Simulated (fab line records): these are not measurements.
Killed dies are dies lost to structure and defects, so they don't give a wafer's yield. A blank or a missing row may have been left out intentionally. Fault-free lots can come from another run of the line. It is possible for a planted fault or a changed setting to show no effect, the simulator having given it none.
Chamber matching || flow n5Finfet || N5_BEOL_M0_PRE_CLEAN_131 on cvdCo-01 has 3 sister chambers
The step time 15 s. 3 wafers are shown with their chamber, then 8 later ones without.

== WAFERS PAIRED WITH THEIR CHAMBERS ==
{"wafer": "L229.6", "chamber": 2, "heaterPowerW (W)": 84}
{"wafer": "L231.1", "chamber": 0, "heaterPowerW (W)": 81}
{"wafer": "L231.2", "chamber": 1, "heaterPowerW (W)": 79}

== WAFERS WITHOUT THEIR CHAMBER ==
{"wafer": "L231.4", "heaterPowerW (W)": 84}
{"wafer": "L232.1", "heaterPowerW (W)": 82}
{"wafer": "L232.3", "heaterPowerW (W)": 86}
{"wafer": "L238.1", "heaterPowerW (W)": 77}
{"wafer": "L238.5", "heaterPowerW (W)": 84}
{"wafer": "L238.6", "heaterPowerW (W)": 78}
{"wafer": "L242.1", "heaterPowerW (W)": 85}
{"wafer": "L242.4", "heaterPowerW (W)": 84}

== CHAMBER TAKEN BY EACH ==
{"wafer": "L231.4", "from the rows above": 2, "in truth": 2}
{"wafer": "L232.1", "from the rows above": "can't be placed: 0 or 2 or 1", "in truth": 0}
{"wafer": "L232.3", "from the rows above": 2, "in truth": 2}
{"wafer": "L238.1", "from the rows above": "can't be placed: 1 or 0", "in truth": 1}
{"wafer": "L238.5", "from the rows above": 2, "in truth": 2}
{"wafer": "L238.6", "from the rows above": "can't be placed: 1 or 0", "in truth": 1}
{"wafer": "L242.1", "from the rows above": 2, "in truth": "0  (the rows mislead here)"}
{"wafer": "L242.4", "from the rows above": 2, "in truth": 2}
4 of 8 placed correctly. These rows do not allow placing 3 (true chamber among the candidates in 3). Placed wrongly: 1.
How it was worked out, from the rows above alone: a wafer's distance from a chamber is the root of the sum, over the readings, of the square of ((its reading less the chamber's mean) divided by the reading's scatter). If the next closest chamber is less than 2 further off than the closest, the wafer can't be placed; otherwise it belongs to the closest. A chamber's mean is the mean of its shown wafers. The scatter: root of mean squared gap, hidden wafer to nearest shown wafer, with one shown wafer a chamber.
